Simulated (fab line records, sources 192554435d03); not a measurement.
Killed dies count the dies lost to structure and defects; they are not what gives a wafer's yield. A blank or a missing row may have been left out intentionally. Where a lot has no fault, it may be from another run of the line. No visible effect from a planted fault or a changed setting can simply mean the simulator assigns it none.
Split-lot study    flow n5_finfet    21 wafers read across 7 lots, on a route 1938 steps long

THE SPLIT ITSELF
At N5_GATE_CUT_DESCUM_18 (chemistry O2, time 7 s), the setting time_s was moved away from the recipe's 7 s on 10 of the 21 wafers read, by -17.3% to +19.3%. For the rest of the wafers, this setting stayed at what the recipe calls for.

The split's own step is where the reading is taken.

THE READING
CAR-EUV_of_GATE_CUT_COAT_07.thk_nm (the simulator's own value, which no gauge read), in nm, at N5_GATE_CUT_DESCUM_18 (chemistry O2, time 7 s). There is no usual value for it anywhere in the file. Here, 11 wafers ran the recipe; their average is 26.1 nm with a standard deviation of 0.1 nm.

wafer   tool, chamber at the split  time_s as run, s  against the recipe  CAR-EUV_of_GATE_CUT_COAT_07.thk_nm, nm  against lot-mates on the recipe
L080.1  rie_diel-03, 2              5.788             -17.3%              26.8                                    +0.6
L080.5  rie_diel-03, 2              5.788             -17.3%              26.8                                    +0.6
L080.3  rie_diel-03, 3              7                 recipe              26.2                                    -
L083.4  rie_diel-02, 3,2,0          7                 recipe              26                                      -
L083.5  rie_diel-02, 3,2,0          7                 recipe              26                                      -
L083.6  rie_diel-02, 3,2,0          7                 recipe              26                                      -
L086.4  rie_diel-03, 0              7                 recipe              26.2                                    -
L086.6  rie_diel-03, 0              7                 recipe              26.2                                    -
L086.5  rie_diel-03, 3              8.15              +16.4%              25.4                                    -0.8
L090.2  rie_diel-03, 0              7                 recipe              26                                      -
L090.3  rie_diel-03, 2,0            8.145             +16.4%              25.4                                    -0.6
L090.4  rie_diel-03, 2,0            8.145             +16.4%              25.4                                    -0.6
L093.1  rie_diel-04, 1,3            6.363             -9.1%               26.4                                    +0.4
L093.2  rie_diel-04, 1,3            6.363             -9.1%               26.4                                    +0.4
L093.5  rie_diel-04, 1              7                 recipe              26                                      -
L096.1  rie_diel-03, 2,3            7                 recipe              26.2                                    -
L096.3  rie_diel-03, 2,3            7                 recipe              26.2                                    -
L096.2  rie_diel-03, 1              7                 recipe              26                                      -
L097.3  rie_diel-03, 2,3,1          8.354             +19.3%              25.4                                    no lot-mate on the recipe
L097.4  rie_diel-03, 2,3,1          8.354             +19.3%              25.4                                    no lot-mate on the recipe
L097.5  rie_diel-03, 2,3,1          8.354             +19.3%              25.4                                    no lot-mate on the recipe
If several chambers appear in one row, that row covers several wafers at once and the file leaves open which wafer was in which chamber.

THE FIT
A straight line over all 21 wafers: CAR-EUV_of_GATE_CUT_COAT_07.thk_nm changes by -0.0387 nm for each +1% of time_s; r = -0.98; the points scatter about the line by 0.084 nm.
The same after taking each lot's own level away (the mean of its wafers on the recipe; 18 wafers): -0.0388 nm for each +1%; r = -0.99; scatter 0.066 nm.
On that fit, the largest move of time_s shifts the reading by 0.75 nm.
From 26.00 to 26.20 nm: that is the span of the lots' own levels, equal to 2.0 times the standard deviation above.
Hence the lot-to-lot level has little effect on the slope; both slopes agree.
Check: for one of the wafers moved furthest among these (-17.3%), held out of the fit, the line's prediction against its lot-mates is +0.683 nm. It came out at +0.6 nm against them.

THE WHOLE CHAIN: every reading that the file lists as answering this split, in the file's order
step                   what it does                                          reading                                                                              change (the file's fit)                                                                   r (the file's)
N5_GATE_CUT_DESCUM_18  chemistry O2, time 7 s                                CAR-EUV_of_GATE_CUT_COAT_07.thk_nm (the simulator's own value, which no gauge read)  -0.0402 nm for each +1% of the setting                                                    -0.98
N5_GATE_CUT_ETCH_36    etches SiARC in CF4, target depth 13 nm, time 21.7 s  CAR-EUV_of_GATE_CUT_COAT_07.thk_nm (the simulator's own value, which no gauge read)  -0.0386 nm for each +1% of the setting, in a fit together with spin_rpm@GATE_CUT_COAT_27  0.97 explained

FILE'S OWN FIT
CAR-EUV_of_GATE_CUT_COAT_07.thk_nm changes by -0.0402 nm for each +1% of time_s, r = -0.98.
